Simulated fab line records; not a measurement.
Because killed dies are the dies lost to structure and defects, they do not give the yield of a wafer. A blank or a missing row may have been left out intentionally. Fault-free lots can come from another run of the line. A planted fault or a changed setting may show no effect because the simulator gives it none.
Matching of chambers + flow nand_harc + NHARC_A_CONTACT_DEP_58 on pecvd-02: 3 sister chambers
The step deposits SiON, target thk 90 nm. 20 wafers are shown with their chamber, then 10 later ones without.

## EACH WAFER AND ITS CHAMBER
| wafer  | chamber | heater_power_w (W) |
|--------|---------|--------------------|
| L074.2 | 0       | 622                |
| L074.4 | 2       | 748                |
| L074.6 | 1       | 802                |
| L077.2 | 1       | 818                |
| L077.3 | 0       | 698                |
| L077.4 | 2       | 684                |
| L078.1 | 1       | 833                |
| L078.2 | 0       | 633                |
| L078.6 | 2       | 765                |
| L080.1 | 0       | 580                |
| L080.2 | 1       | 733                |
| L080.4 | 1       | 709                |
| L089.3 | 2       | 829                |
| L089.4 | 1       | 789                |
| L089.6 | 0       | 638                |
| L088.4 | 1       | 785                |
| L088.5 | 2       | 755                |
| L088.6 | 0       | 538                |
| L090.2 | 2       | 843                |
| L090.3 | 0       | 557                |

SIGNATURES, as means of the wafers listed above
| reading        | chamber 0 | chamber 1 | chamber 2 | scatter within a chamber |
|----------------|-----------|-----------|-----------|--------------------------|
| heater_power_w | 609.43    | 781.29    | 770.67    | 52.6                     |
Rule: distance of a wafer from a chamber = root of the sum over the readings of ((wafer's reading minus chamber's mean) / reading's scatter) squared. If the next closest chamber is less than 2 further off than the closest, the wafer can't be placed; otherwise it belongs to the closest. The scatter: the root of (the sum of the squares of (reading less its chamber's mean) over the shown wafers, divided by (wafers less chambers)).

## WAFERS WHOSE CHAMBER IS MISSING
| wafer  | heater_power_w (W) |
|--------|--------------------|
| L090.6 | 811                |
| L094.1 | 720                |
| L094.5 | 649                |
| L094.6 | 811                |
| L096.1 | 762                |
| L096.5 | 668                |
| L096.6 | 775                |
| L097.2 | 751                |
| L097.4 | 773                |
| L097.6 | 663                |

## WHICH CHAMBER EACH ONE RAN IN
| wafer  | from the rows above          | in truth |
|--------|------------------------------|----------|
| L090.6 | can't be placed: 1 or 2      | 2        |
| L094.1 | can't be placed: 2 or 1 or 0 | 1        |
| L094.5 | can't be placed: 0 or 2 or 1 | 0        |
| L094.6 | can't be placed: 1 or 2      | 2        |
| L096.1 | can't be placed: 2 or 1      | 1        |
| L096.5 | can't be placed: 0 or 2 or 1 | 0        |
| L096.6 | can't be placed: 2 or 1      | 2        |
| L097.2 | can't be placed: 2 or 1      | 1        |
| L097.4 | can't be placed: 2 or 1      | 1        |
| L097.6 | can't be placed: 0 or 2 or 1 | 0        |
Correctly placed: 0 of 10. Can't be placed from these rows: 10 (the true chamber is among the candidates in 10). Wrongly placed: 0.
